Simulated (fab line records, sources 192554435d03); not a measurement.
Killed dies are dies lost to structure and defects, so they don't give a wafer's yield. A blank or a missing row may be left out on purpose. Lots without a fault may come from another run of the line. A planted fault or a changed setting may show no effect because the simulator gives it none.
Split-lot experiment | flow n5_finfet | 7 lots, 21 wafers read, on a route of 1938 steps

THE SPLIT
At N5_MOL_CONTACT_COAG_EXPOSE_81 (exposes mask VG, defocus 0 nm), the setting dose_mj was moved away from the recipe's 59.5 on 12 of the 21 wafers read, by -6.2% to +7.1%. The other wafers ran this setting at the recipe's value.

FROM THE SPLIT TO THE READING: what the file shows between them, 2 steps
- N5_MOL_CONTACT_COAG_PEB_82: peb time 60 s
- N5_MOL_CONTACT_COAG_DEVELOP_83: develop time 30 s

THE READING
cd_nm, in nm, at N5_MOL_CONTACT_COAG_CD_MEAS_84 (target cd 25.1 nm). Fault-free wafers of this fab line usually give 25.10 nm, standard deviation 0.23 nm.

wafer  | tool, chamber at the split | dose_mj as run | against the recipe | cd_nm, nm | against lot-mates on the recipe
L080.1 | euv_scanner-02, 0          | 55.82          | -6.2%              | 23.68     | -2.14
L080.2 | euv_scanner-02, 0          | 55.82          | -6.2%              | 23.69     | -2.13
L080.3 | euv_scanner-02, 0          | 59.5           | recipe             | 25.82     | -
L082.2 | euv_scanner-02, 0          | 59.5           | recipe             | 25.36     | -
L082.3 | euv_scanner-02, 0          | 59.5           | recipe             | 25.67     | -
L082.6 | euv_scanner-02, 0          | 59.5           | recipe             | 25.34     | -
L085.4 | euv_scanner-01, 0          | 63.74          | +7.1%              | 26.57     | +1.41
L085.5 | euv_scanner-01, 0          | 59.5           | recipe             | 25.16     | -
L085.6 | euv_scanner-01, 0          | 63.74          | +7.1%              | 26.49     | +1.33
L088.1 | euv_scanner-01, 0          | 60.72          | +2.1%              | 25.15     | +0.18
L088.5 | euv_scanner-01, 0          | 59.5           | recipe             | 24.76     | -
L088.6 | euv_scanner-01, 0          | 59.5           | recipe             | 25.18     | -
L094.1 | euv_scanner-02, 0          | 62.43          | +4.9%              | 26.08     | +0.94
L094.2 | euv_scanner-02, 0          | 62.43          | +4.9%              | 25.77     | +0.63
L094.5 | euv_scanner-02, 0          | 59.5           | recipe             | 25.14     | -
L096.3 | euv_scanner-02, 0          | 63.29          | +6.4%              | 25.77     | +0.77
L096.4 | euv_scanner-02, 0          | 59.5           | recipe             | 25.00     | -
L096.5 | euv_scanner-02, 0          | 63.29          | +6.4%              | 26.59     | +1.59
L097.3 | euv_scanner-02, 0          | 58.08          | -2.4%              | 24.24     | no lot-mate on the recipe
L097.4 | euv_scanner-02, 0          | 58.08          | -2.4%              | 24.34     | no lot-mate on the recipe
L097.6 | euv_scanner-02, 0          | 58.08          | -2.4%              | 24.46     | no lot-mate on the recipe

THE FIT
A straight line over all 21 wafers: cd_nm changes by +0.2 nm for each +1% of dose_mj; r = +0.93; the points scatter about the line by 0.33 nm.
The same after taking each lot's own level away (the mean of its wafers on the recipe; 18 wafers): +0.239 nm for each +1%; r = +0.96; scatter 0.3 nm.
On that fit, the largest move of dose_mj shifts the reading by 1.7 nm.
The lots' own levels span 24.970 to 25.820 nm, that is 3.7 times the standard deviation above.
So the lot-to-lot level changes the slope: the two fits differ.
Check: with one of the wafers moved furthest among these (+7.1%) left out of the fit, the line predicts +1.51 nm for it against its lot-mates. It came out at +1.41 nm against them.

OTHER SPLITS ON THESE WAFERS
These wafers also went through other splits before the reading. Each is held against what the fit with the lots' levels taken away leaves over:
other split on the same wafers      | wafers away from the commonest value | r with cd_nm (lot level and that fit taken away)
N5_MOL_CONTACT_COAG_ETCH_105 bias_w | 7                                    | -0.18

THE FILE'S OWN FIT
cd_nm changes by +0.22 nm for each +1% of dose_mj, r = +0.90.
